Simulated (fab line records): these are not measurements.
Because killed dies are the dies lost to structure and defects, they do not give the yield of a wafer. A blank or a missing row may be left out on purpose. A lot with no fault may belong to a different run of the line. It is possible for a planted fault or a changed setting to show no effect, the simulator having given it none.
Chamber matching || flow nandHarc || 4 sister chambers for NHARC_P_BONDPAD_DESCUM_11 on rieDiel-07
The step chemistry O2, time 3 s. 16 wafers are shown with their chamber, then 8 later ones without.

WAFERS WITH THEIR CHAMBER
{"wafer": "L077.4", "chamber": 3, "rfVppV (V)": 56.8, "oesProductAu (a.u.)": 0.999, "throttleValvePct (%)": 11.308}
{"wafer": "L077.5", "chamber": 3, "rfVppV (V)": 57.2, "oesProductAu (a.u.)": 0.997, "throttleValvePct (%)": 11.307}
{"wafer": "L077.6", "chamber": 2, "rfVppV (V)": 58.9, "oesProductAu (a.u.)": 1.009, "throttleValvePct (%)": 11.318}
{"wafer": "L079.3", "chamber": 3, "rfVppV (V)": 59.0, "oesProductAu (a.u.)": 1.007, "throttleValvePct (%)": 11.317}
{"wafer": "L079.4", "chamber": 2, "rfVppV (V)": 58.8, "oesProductAu (a.u.)": 0.998, "throttleValvePct (%)": 11.303}
{"wafer": "L079.5", "chamber": 3, "rfVppV (V)": 58.3, "oesProductAu (a.u.)": 1.015, "throttleValvePct (%)": 11.306}
{"wafer": "L079.1", "chamber": 0, "rfVppV (V)": 57.8, "oesProductAu (a.u.)": 0.998, "throttleValvePct (%)": 11.313}
{"wafer": "L079.2", "chamber": 1, "rfVppV (V)": 60.2, "oesProductAu (a.u.)": 0.993, "throttleValvePct (%)": 11.312}
{"wafer": "L079.6", "chamber": 0, "rfVppV (V)": 59.3, "oesProductAu (a.u.)": 0.990, "throttleValvePct (%)": 11.305}
{"wafer": "L087.1", "chamber": 0, "rfVppV (V)": 57.8, "oesProductAu (a.u.)": 0.997, "throttleValvePct (%)": 11.310}
{"wafer": "L087.5", "chamber": 2, "rfVppV (V)": 58.5, "oesProductAu (a.u.)": 0.988, "throttleValvePct (%)": 11.312}
{"wafer": "L087.6", "chamber": 3, "rfVppV (V)": 59.1, "oesProductAu (a.u.)": 1.002, "throttleValvePct (%)": 11.316}
{"wafer": "L086.2", "chamber": 3, "rfVppV (V)": 56.7, "oesProductAu (a.u.)": 1.008, "throttleValvePct (%)": 11.309}
{"wafer": "L086.4", "chamber": 0, "rfVppV (V)": 57.6, "oesProductAu (a.u.)": 0.998, "throttleValvePct (%)": 11.314}
{"wafer": "L086.6", "chamber": 3, "rfVppV (V)": 57.8, "oesProductAu (a.u.)": 1.006, "throttleValvePct (%)": 11.319}
{"wafer": "L092.1", "chamber": 2, "rfVppV (V)": 57.5, "oesProductAu (a.u.)": 0.992, "throttleValvePct (%)": 11.315}

SIGNATURES (averages over the wafers above)
{"reading": "rfVppV", "chamber 0": 58.125, "chamber 1": 60.200, "chamber 2": 58.425, "chamber 3": 57.843, "scatter within a chamber": 0.868}
{"reading": "oesProductAu", "chamber 0": 0.99575, "chamber 1": 0.99300, "chamber 2": 0.99675, "chamber 3": 1.00486, "scatter within a chamber": 0.00657}
{"reading": "throttleValvePct", "chamber 0": 11.31050, "chamber 1": 11.31200, "chamber 2": 11.31200, "chamber 3": 11.31171, "scatter within a chamber": 0.0054}
Rule: for a wafer and a chamber, the distance is found by dividing, reading by reading, the gap between the wafer's reading and the chamber's mean by the reading's scatter, squaring, summing and taking the root. If the next closest chamber is less than 2 further off than the closest, the wafer can't be placed; otherwise it belongs to the closest. The scatter is the square root of a quotient: the sum, over the shown wafers, of each reading's squared deviation from its chamber's mean, divided by wafers minus chambers.

WAFERS MISSING THEIR CHAMBER
{"wafer": "L092.2", "rfVppV (V)": 57.6, "oesProductAu (a.u.)": 0.986, "throttleValvePct (%)": 11.308}
{"wafer": "L092.5", "rfVppV (V)": 58.5, "oesProductAu (a.u.)": 0.979, "throttleValvePct (%)": 11.335}
{"wafer": "L094.3", "rfVppV (V)": 56.6, "oesProductAu (a.u.)": 1.006, "throttleValvePct (%)": 11.307}
{"wafer": "L094.4", "rfVppV (V)": 56.9, "oesProductAu (a.u.)": 0.990, "throttleValvePct (%)": 11.315}
{"wafer": "L094.6", "rfVppV (V)": 58.1, "oesProductAu (a.u.)": 1.003, "throttleValvePct (%)": 11.319}
{"wafer": "L097.3", "rfVppV (V)": 57.6, "oesProductAu (a.u.)": 1.004, "throttleValvePct (%)": 11.299}
{"wafer": "L097.4", "rfVppV (V)": 58.5, "oesProductAu (a.u.)": 1.007, "throttleValvePct (%)": 11.318}
{"wafer": "L097.5", "rfVppV (V)": 58.6, "oesProductAu (a.u.)": 1.001, "throttleValvePct (%)": 11.320}

EACH ONE'S CHAMBER
{"wafer": "L092.2", "from the rows above": "can't be placed: 0 or 2 or 3 or 1", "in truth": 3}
{"wafer": "L092.5", "from the rows above": "can't be placed: 2 or 1 or 0 or 3", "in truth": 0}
{"wafer": "L094.3", "from the rows above": "can't be placed: 3 or 0 or 2", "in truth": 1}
{"wafer": "L094.4", "from the rows above": "can't be placed: 0 or 2 or 3", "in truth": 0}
{"wafer": "L094.6", "from the rows above": "can't be placed: 3 or 2 or 0 or 1", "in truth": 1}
{"wafer": "L097.3", "from the rows above": "can't be placed: 3 or 0 or 2 or 1", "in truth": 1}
{"wafer": "L097.4", "from the rows above": "can't be placed: 3 or 2 or 0 or 1", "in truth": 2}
{"wafer": "L097.5", "from the rows above": "can't be placed: 2 or 3 or 0 or 1", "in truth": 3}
Correct placement for 0 of the 8. Unplaceable from these rows: 8, with the true chamber sitting among the candidates in 7. Number placed wrongly: 0.
